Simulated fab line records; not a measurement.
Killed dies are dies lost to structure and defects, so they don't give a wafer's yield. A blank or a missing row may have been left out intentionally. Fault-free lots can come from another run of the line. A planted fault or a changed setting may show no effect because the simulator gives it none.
Which of the tools did it? :: flow n5_finfet :: 12 lots, 36 wafers sampled, at 3 steps of a route of 1938

## WHAT THE GAUGES SHOWED, per wafer
N5_BEOL_M6_CD_MEAS_11: target cd 38.5 nm. Usual: 38.5 nm for cd_nm, sd 0.38.
lot: L780
measured: day 8 11:52
on: cd_sem-01
cd_nm (nm): 38.6 38.9 38.8
flag: 

lot: L781
measured: day 8 23:35
on: cd_sem-02
cd_nm (nm): 38.0 38.3 37.9
flag: 

lot: L783
measured: day 9 11:05
on: cd_sem-03
cd_nm (nm): 38.6 38.6 38.9
flag: 

lot: L791
measured: day 11 11:06
on: cd_sem-01
cd_nm (nm): 38.6 38.0 38.5
flag: 

lot: L792
measured: day 11 17:28
on: cd_sem-03
cd_nm (nm): 38.0 38.5 38.9
flag: 

lot: L794
measured: day 12 05:39
on: cd_sem-01
cd_nm (nm): 38.2 38.6 38.4
flag: 

lot: L793
measured: day 12 06:55
on: cd_sem-01
cd_nm (nm): 38.3 38.4 38.7
flag: 

lot: L796
measured: day 12 14:33
on: cd_sem-02
cd_nm (nm): 38.9 38.7 38.5
flag: 

lot: L800
measured: day 13 23:31
on: cd_sem-02
cd_nm (nm): 38.4 38.8 39.2
flag: 

lot: L799
measured: day 14 00:20
on: cd_sem-01
cd_nm (nm): 38.3 38.3 38.5
flag: 

lot: L801
measured: day 14 01:25
on: cd_sem-01
cd_nm (nm): 38.5 37.8 38.3
flag: 

lot: L802
measured: day 14 03:47
on: cd_sem-03
cd_nm (nm): 38.2 38.9 38.5
flag: 

N5_BEOL_M6_INSPECT_13: inspects for defects (brightfield). Usual: 367 for raw_defect_count, sd 85.
lot: L780
measured: day 8 11:55
on: defect_inspect-02
raw_defect_count: 218 253 362
flag: 

lot: L781
measured: day 8 23:38
on: defect_inspect-01
raw_defect_count: 370 342 332
flag: 

lot: L783
measured: day 9 11:08
on: defect_inspect-01
raw_defect_count: 290 335 352
flag: 

lot: L791
measured: day 11 11:10
on: defect_inspect-01
raw_defect_count: 356 370 304
flag: 

lot: L792
measured: day 11 17:32
on: defect_inspect-01
raw_defect_count: 285 195 197
flag: 

lot: L794
measured: day 12 05:42
on: defect_inspect-02
raw_defect_count: 318 336 397
flag: 

lot: L793
measured: day 12 06:59
on: defect_inspect-02
raw_defect_count: 302 399 358
flag: 

lot: L796
measured: day 12 14:37
on: defect_inspect-02
raw_defect_count: 339 340 275
flag: 

lot: L800
measured: day 13 23:34
on: defect_inspect-01
raw_defect_count: 395 349 419
flag: 

lot: L799
measured: day 14 00:23
on: defect_inspect-02
raw_defect_count: 436 484 445
flag: 

lot: L801
measured: day 14 01:28
on: defect_inspect-01
raw_defect_count: 433 416 378
flag: 

lot: L802
measured: day 14 03:50
on: defect_inspect-02
raw_defect_count: 243 244 237
flag: 

## WHAT TOOL EACH LOT RAN ON (gives the tool, then ch and the chambers of the sampled wafers, and finally the start)
lot: L780
N5_BEOL_M6_HM_DEP_02: pvd_sputter-01, day 8 11:29

lot: L781
N5_BEOL_M6_HM_DEP_02: pvd_sputter-02, day 8 23:04

lot: L783
N5_BEOL_M6_HM_DEP_02: pvd_sputter-03, day 9 10:35

lot: L791
N5_BEOL_M6_HM_DEP_02: pvd_sputter-03, day 11 10:36

lot: L792
N5_BEOL_M6_HM_DEP_02: pvd_sputter-02, day 11 16:58

lot: L794
N5_BEOL_M6_HM_DEP_02: pvd_sputter-02, day 12 05:09

lot: L793
N5_BEOL_M6_HM_DEP_02: pvd_sputter-01, day 12 06:33

lot: L796
N5_BEOL_M6_HM_DEP_02: pvd_sputter-03, day 12 14:03

lot: L800
N5_BEOL_M6_HM_DEP_02: pvd_sputter-03, day 13 22:57

lot: L799
N5_BEOL_M6_HM_DEP_02: pvd_sputter-01, day 13 23:49

lot: L801
N5_BEOL_M6_HM_DEP_02: pvd_sputter-02, day 14 00:55

lot: L802
N5_BEOL_M6_HM_DEP_02: pvd_sputter-02, day 14 03:25
- N5_BEOL_M6_HM_DEP_02: deposits TiN, target thk 20 nm.

## AS READ BY THE TOOLS THEMSELVES (means over the sampled wafers that have a number; for cases with no such wafer, the mark the record gives instead)
N5_BEOL_M6_HM_DEP_02. Usual: 30.0 % for throttle_valve_pct, sd 0.42.
lot: L780
tool: pvd_sputter-01
throttle_valve_pct (%): 29.9
flag: 

lot: L781
tool: pvd_sputter-02
throttle_valve_pct (%): 29.7
flag: 

lot: L783
tool: pvd_sputter-03
throttle_valve_pct (%): 30.2
flag: 

lot: L791
tool: pvd_sputter-03
throttle_valve_pct (%): 30.0
flag: 

lot: L792
tool: pvd_sputter-02
throttle_valve_pct (%): 30.0
flag: 

lot: L794
tool: pvd_sputter-02
throttle_valve_pct (%): 30.2
flag: 

lot: L793
tool: pvd_sputter-01
throttle_valve_pct (%): 30.2
flag: 

lot: L796
tool: pvd_sputter-03
throttle_valve_pct (%): 30.0
flag: 

lot: L800
tool: pvd_sputter-03
throttle_valve_pct (%): 30.1
flag: 

lot: L799
tool: pvd_sputter-01
throttle_valve_pct (%): 29.8
flag: 

lot: L801
tool: pvd_sputter-02
throttle_valve_pct (%): 29.8
flag: 

lot: L802
tool: pvd_sputter-02
throttle_valve_pct (%): 30.3
flag: 

## THE ANSWER, worked out from the rows above alone
Rule: a lot counts as off when the mean over its wafers that have a number is more than 3 standard deviations away from the usual mean. A lot without any number at a reading at which 4 lots or more have one is off too. Any other lot the step has rows for is counted as sound. After the gauges, taken in route order, come the tools' own readings; for these a lot's mean is taken, as printed above. At the first step where some lot is off, the reading lying furthest off is the one used; lots without a number count as furthest.
Across all readings shown, no lot is off: no conclusion can be drawn from this.

## WHAT WAS PUT IN BY THE SIMULATOR
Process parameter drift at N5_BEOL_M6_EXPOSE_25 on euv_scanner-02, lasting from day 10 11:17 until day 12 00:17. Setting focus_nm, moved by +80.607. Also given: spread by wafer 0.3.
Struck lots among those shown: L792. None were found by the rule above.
